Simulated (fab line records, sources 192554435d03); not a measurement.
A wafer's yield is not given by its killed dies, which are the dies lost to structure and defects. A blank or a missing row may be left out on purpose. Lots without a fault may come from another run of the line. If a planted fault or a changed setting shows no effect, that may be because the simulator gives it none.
Lot-split experiment    flow n5 finfet    on a route of 1938 steps: 7 lots, 21 wafers read

## THE SPLIT ITSELF
At N5_BEOL_M15_EXPOSE_25 (exposes mask M15, target cd 400 nm), the setting dose mj was moved away from the recipe's 35.5 on 11 of the 21 wafers read, by -4.9% to +6.3%. This setting was run at the recipe's value on the other wafers.

## FROM THE SPLIT TO THE READING: what the file shows between them, 3 steps
- N5_BEOL_M15_PEB_26: peb time 90 s
- N5_BEOL_M15_DEVELOP_27: develop time 45 s
- N5_BEOL_M15_HARDBAKE_32: time 120 s

## THE READING
cd nm, in nm, at N5_BEOL_M15_CD_MEAS_28 (target cd 407.6 nm). On this fab line, fault-free wafers typically give 407.4 nm with a standard deviation of 1.7 nm.

wafer   tool, chamber at the split  dose mj as run  against the recipe  cd nm, nm  against lot-mates on the recipe
L074.1  krf scanner-02, 0           35.5            recipe              407.8      -
L074.5  krf scanner-02, 0           35.5            recipe              406.6      -
L074.6  krf scanner-02, 0           35.5            recipe              407.2      -
L077.1  krf scanner-01, 0           37.75           +6.3%               415.9      no lot-mate on the recipe
L077.2  krf scanner-01, 0           37.75           +6.3%               415.4      no lot-mate on the recipe
L077.3  krf scanner-01, 0           37.75           +6.3%               418.6      no lot-mate on the recipe
L082.1  krf scanner-01, 0           35.5            recipe              412.7      -
L082.4  krf scanner-01, 0           35.5            recipe              410.3      -
L082.5  krf scanner-01, 0           35.5            recipe              410.2      -
L083.3  krf scanner-02, 0           33.75           -4.9%               400.4      no lot-mate on the recipe
L083.4  krf scanner-02, 0           33.75           -4.9%               402.9      no lot-mate on the recipe
L083.6  krf scanner-02, 0           33.75           -4.9%               400.2      no lot-mate on the recipe
L091.1  krf scanner-02, 0           35.5            recipe              410.2      -
L091.2  krf scanner-02, 0           37.43           +5.4%               417.2      +7.0
L091.4  krf scanner-02, 0           37.43           +5.4%               417.2      +7.0
L092.2  krf scanner-01, 0           36.2            +2.0%               409.7      +1.4
L092.5  krf scanner-01, 0           36.2            +2.0%               412.3      +4.0
L092.6  krf scanner-01, 0           35.5            recipe              408.3      -
L094.1  krf scanner-01, 0           36.92           +4.0%               412.5      +5.6
L094.3  krf scanner-01, 0           35.5            recipe              407.2      -
L094.5  krf scanner-01, 0           35.5            recipe              406.6      -

THE FIT
A straight line over all 21 wafers: cd nm changes by +1.39 nm for each +1% of dose mj; r = +0.94; the points scatter about the line by 1.8 nm.
The same after taking each lot's own level away (the mean of its wafers on the recipe; 15 wafers): +1.31 nm for each +1%; r = +0.96; scatter 0.81 nm.
Per that fit: largest dose mj move, reading shift of 8.3 nm.
From 406.90 to 411.07 nm: that is the span of the lots' own levels, equal to 2.5 times the standard deviation above.
Consequently the slope shifts little with the lot-to-lot level, the two slopes agreeing.
Check: for one of the wafers moved furthest among these (+5.4%), held out of the fit, the line's prediction against its lot-mates is +7.24 nm. It came out at +7 nm against them.

## THE WHOLE CHAIN: every reading that the file lists as answering this split, in the file's order
step                    what it does                                                             reading                                                          change (the file's fit)               r (the file's)
N5_BEOL_M15_CD_MEAS_28  target cd 407.6 nm                                                       cd nm                                                            +1.33 nm for each +1% of the setting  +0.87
N5_BEOL_M15_DESCUM_33   chemistry O2, time 7.9 s                                                 BEOL_M15.cd nm (the simulator's own value, which no gauge read)  +1.26 nm for each +1% of the setting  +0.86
N5_BEOL_M15_ETCH_61     etches BARC in N2/H2, target depth 89 nm, overetch 26.7 nm, time 67.9 s  BEOL_M15.cd nm (the simulator's own value, which no gauge read)  +1.24 nm for each +1% of the setting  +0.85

## THE FILE'S OWN FIT
cd nm changes by +1.33 nm for each +1% of dose mj, r = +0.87.
